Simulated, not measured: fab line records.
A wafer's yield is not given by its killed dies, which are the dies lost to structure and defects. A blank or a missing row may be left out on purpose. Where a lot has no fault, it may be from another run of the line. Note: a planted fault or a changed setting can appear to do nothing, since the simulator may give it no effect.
Split-lot study | flow n5_finfet | 21 wafers read from 7 lots, route of 1938 steps

ABOUT THE SPLIT
At N5_BEOL_M6_COAT_22 (resist thk 30 nm), the setting spin_rpm was moved away from the recipe's 1500 rpm on 9 of the 21 wafers read, by -10.9% to +7.5%. All remaining wafers had this setting at the recipe value.

The split's own step is where the reading is taken.

THE READING
CAR-EUV_of_BEOL_M6_COAT_22.thk_nm (the simulator's own value, which no gauge read), in nm, at N5_BEOL_M6_COAT_22 (resist thk 30 nm). The file gives no usual value for it. Here, 12 wafers ran the recipe; their average is 30.0 nm with a standard deviation of 0.075 nm.

wafer  | tool, chamber at the split | spin_rpm as run, rpm | against the recipe | CAR-EUV_of_BEOL_M6_COAT_22.thk_nm, nm | against lot-mates on the recipe
L074.1 | litho_track-05, 0          | 1543                 | +2.9%              | 29.6                                  | -0.4
L074.4 | litho_track-05, 0          | 1500                 | recipe             | 30                                    | -
L074.5 | litho_track-05, 0          | 1500                 | recipe             | 30                                    | -
L080.2 | litho_track-02, 0          | 1612                 | +7.5%              | 29                                    | no lot-mate on the recipe
L080.3 | litho_track-02, 0          | 1612                 | +7.5%              | 29                                    | no lot-mate on the recipe
L080.6 | litho_track-02, 0          | 1612                 | +7.5%              | 29                                    | no lot-mate on the recipe
L088.1 | litho_track-02, 0          | 1500                 | recipe             | 30                                    | -
L088.3 | litho_track-02, 0          | 1421                 | -5.3%              | 30.8                                  | +0.8
L088.4 | litho_track-02, 0          | 1421                 | -5.3%              | 30.8                                  | +0.8
L089.2 | litho_track-02, 0          | 1500                 | recipe             | 30                                    | -
L089.4 | litho_track-02, 0          | 1500                 | recipe             | 30                                    | -
L089.5 | litho_track-02, 0          | 1500                 | recipe             | 30                                    | -
L090.1 | litho_track-05, 0          | 1500                 | recipe             | 30                                    | -
L090.4 | litho_track-05, 0          | 1500                 | recipe             | 30                                    | -
L090.6 | litho_track-05, 0          | 1500                 | recipe             | 30.2                                  | -
L091.1 | litho_track-05, 0          | 1500                 | recipe             | 30                                    | -
L091.4 | litho_track-05, 0          | 1500                 | recipe             | 30                                    | -
L091.2 | litho_track-05, 0          | 1500                 | recipe             | 30.2                                  | -
L095.2 | litho_track-05, 0          | 1336                 | -10.9%             | 31.8                                  | no lot-mate on the recipe
L095.5 | litho_track-05, 0          | 1336                 | -10.9%             | 31.8                                  | no lot-mate on the recipe
L095.4 | litho_track-05, 0          | 1336                 | -10.9%             | 32                                    | no lot-mate on the recipe

THE FIT
A straight line over all 21 wafers: CAR-EUV_of_BEOL_M6_COAT_22.thk_nm changes by -0.156 nm for each +1% of spin_rpm; r = -0.99; the points scatter about the line by 0.097 nm.
The same after taking each lot's own level away (the mean of its wafers on the recipe; 15 wafers): -0.15 nm for each +1%; r = -0.98; scatter 0.065 nm.
Per that fit: largest spin_rpm move, reading shift of 1.6 nm.
Measured against the standard deviation above, the lots' own levels, which go from 30.00 to 30.07 nm, span 0.9 times it.
The two slopes agree, so the slope changes little with the lot-to-lot level.
Check: +0.787 nm against its lot-mates is what the line predicts for one of the wafers moved furthest among these (-5.3%) when that wafer is left out of the fit. It came out at +0.8 nm against them.

THE OTHER SPLITS THESE WAFERS WENT THROUGH
Before the reading, these wafers also passed through other splits. Each is held against what the fit with the lots' levels taken away leaves over:
other split on the same wafers | wafers away from the commonest value | r with CAR-EUV_of_BEOL_M6_COAT_22.thk_nm (lot level and that fit taken away)
N5_BEOL_M4_EXPOSE_25 dose_mj   | 2                                    | -0.07
N5_BEOL_M5_PECVD_70 temp_c     | 4                                    | +0.00
N5_BEOL_M5_COAT_05 spin_rpm    | 11                                   | -0.05
N5_BEOL_M5_ETCH_72 bias_w      | 8                                    | -0.08
N5_BEOL_M5_COAT_22 spin_rpm    | 4                                    | -0.27

THE FILE'S OWN FIT
CAR-EUV_of_BEOL_M6_COAT_22.thk_nm changes by -0.149 nm for each +1% of spin_rpm, r = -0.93.
